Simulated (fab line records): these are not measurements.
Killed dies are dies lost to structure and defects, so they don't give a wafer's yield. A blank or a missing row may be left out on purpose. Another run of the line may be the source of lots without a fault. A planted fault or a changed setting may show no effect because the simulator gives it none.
Which of the tools did it? ; flow nand_harc ; 14 lots with 42 wafers sampled at 2 steps, on a route of 1302 steps

== WHAT EACH GAUGE READ, for each wafer ==
NHARC_HYBRID_BOND_OVL_MEAS_05. Usual: overlay_x_nm 3 nm, standard deviation 32; overlay_y_nm 1 nm, standard deviation 33.
lot;measured;on;overlay_x_nm (nm);overlay_y_nm (nm);flag
L189;day 24 09:31;overlay-01;11 5 -1;-15 -38 40;
L191;day 24 14:58;overlay-02;39 17 -41;36 -46 0;
L193;day 25 03:35;overlay-02;-5 26 37;14 49 -35;
L194;day 25 03:35;overlay-01;0 76 -31;61 -13 -3;
L197;day 26 16:16;overlay-01;44 -31 29;33 -3 4;
L195;day 27 00:34;overlay-02;-16 17 27;-3 -4 21;
L198;day 27 00:34;overlay-01;8 6 2;-13 -62 -70;
L199;day 28 19:43;overlay-02;-56 -18 32;24 17 18;
L207;day 30 06:34;overlay-02;44 -15 -58;9 -32 -20;
L208;day 32 09:00;overlay-02;-2 0 63;-47 32 50;
L210;day 32 09:01;overlay-02;8 21 -39;-31 -4 7;
L212;day 32 09:01;overlay-02;-42 -45 -25;-8 30 -9;
L209;day 32 14:46;overlay-02;35 66 -37;-9 42 -47;
L211;day 33 04:26;overlay-02;40 -6 -9;34 55 -36;

== WHAT TOOL EACH LOT RAN ON (gives the tool, then ch and the chambers of the sampled wafers, and finally the start) ==
lot;NHARC_A_BONDPAD_PRE_CLEAN_26
L189;pvd_sputter-02, day 24 09:31 or earlier
L191;pvd_sputter-02, day 24 14:58 or earlier
L193;pvd_sputter-02, day 25 03:35 or earlier
L194;pvd_sputter-01, day 25 03:35 or earlier
L197;pvd_sputter-03, day 26 16:16 or earlier
L195;pvd_sputter-02, day 27 00:34 or earlier
L198;pvd_sputter-02, day 27 00:34 or earlier
L199;pvd_sputter-02, day 28 19:43 or earlier
L207;pvd_sputter-01, day 30 06:34 or earlier
L208;pvd_sputter-03, day 32 09:00 or earlier
L210;pvd_sputter-02, day 32 09:01 or earlier
L212;pvd_sputter-03, day 32 09:01 or earlier
L209;pvd_sputter-02, day 32 14:46 or earlier
L211;pvd_sputter-02, day 33 04:26 or earlier
- NHARC_A_BONDPAD_PRE_CLEAN_26: time 30 s.

== AS READ BY THE TOOLS THEMSELVES (means over the sampled wafers that have a number; for cases with no such wafer, the mark the record gives instead) ==
NHARC_A_BONDPAD_PRE_CLEAN_26. Usual: 424 W for heater_power_w, sd 42.
lot;tool;heater_power_w (W);flag
L189;pvd_sputter-02;466;
L191;pvd_sputter-02;454;
L193;pvd_sputter-02;458;
L194;pvd_sputter-01;386;
L197;pvd_sputter-03;393;
L195;pvd_sputter-02;441;
L198;pvd_sputter-02;469;
L199;pvd_sputter-02;448;
L207;pvd_sputter-01;385;
L208;pvd_sputter-03;407;
L210;pvd_sputter-02;460;
L212;pvd_sputter-03;399;
L209;pvd_sputter-02;426;
L211;pvd_sputter-02;444;

== THE ANSWER, worked out from the rows above alone ==
Rule: take the mean of a lot's wafers that have a number; if it is more than 3 standard deviations from the usual mean, the lot is off. Also off: a lot with no number at a reading for which 4 or more lots have one. The other lots that the step has rows for count as sound. After the gauges, taken in route order, come the tools' own readings; for these a lot's mean is taken, as printed above. At the first step where some lot is off, the reading lying furthest off is the one used; lots without a number count as furthest.
None of the lots is off at any reading shown; this tells nothing.

== WHAT HAD BEEN PUT IN BY THE SIMULATOR ==
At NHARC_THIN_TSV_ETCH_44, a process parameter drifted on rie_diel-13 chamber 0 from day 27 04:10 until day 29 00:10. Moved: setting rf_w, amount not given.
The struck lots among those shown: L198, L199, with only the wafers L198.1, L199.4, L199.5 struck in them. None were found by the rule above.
